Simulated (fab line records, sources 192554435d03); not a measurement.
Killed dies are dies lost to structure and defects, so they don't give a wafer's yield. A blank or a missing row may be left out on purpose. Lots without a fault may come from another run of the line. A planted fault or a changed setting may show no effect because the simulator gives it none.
Chamber matching | flow n5_finfet | N5_PASSIVATION_DESCUM_32 on rie_diel-05: 4 sister chambers
The step chemistry O2, time 7.9 s. 4 wafers are shown with their chamber, then 7 later ones without.

WAFERS WITH THEIR CHAMBER
wafer  | chamber | drypump_motor_current_A (A)
L785.3 | 3       | 5.7
L793.1 | 1       | 5.5
L798.2 | 0       | 4.9
L798.5 | 2       | 5.9

WAFERS WITHOUT THEIR CHAMBER
wafer  | drypump_motor_current_A (A)
L798.6 | 5.0
L802.1 | 5.7
L802.2 | 5.9
L802.4 | 4.9
L801.2 | 5.7
L801.4 | 5.0
L801.5 | 5.7

WHICH CHAMBER EACH WENT THROUGH
wafer  | from the rows above | in truth
L798.6 | 0                   | 0
L802.1 | 3                   | 3
L802.2 | 2                   | 2
L802.4 | 0                   | 0
L801.2 | 3                   | 3
L801.4 | 0                   | 0
L801.5 | 3                   | 3
Placed correctly: 7 of 7. Can't be placed from these rows: 0. Placed wrongly: 0.
How it was worked out, from the rows above alone: a wafer's distance from a chamber is the root of the sum, over the readings, of the square of ((its reading less the chamber's mean) divided by the reading's scatter). The wafer belongs to the nearest chamber; if the next one is less than 2 further off, it can't be placed. A chamber's mean is the mean of its shown wafers. The scatter: with one shown wafer a chamber, the root of the mean of the squares of how far each hidden wafer lies from its nearest shown one.
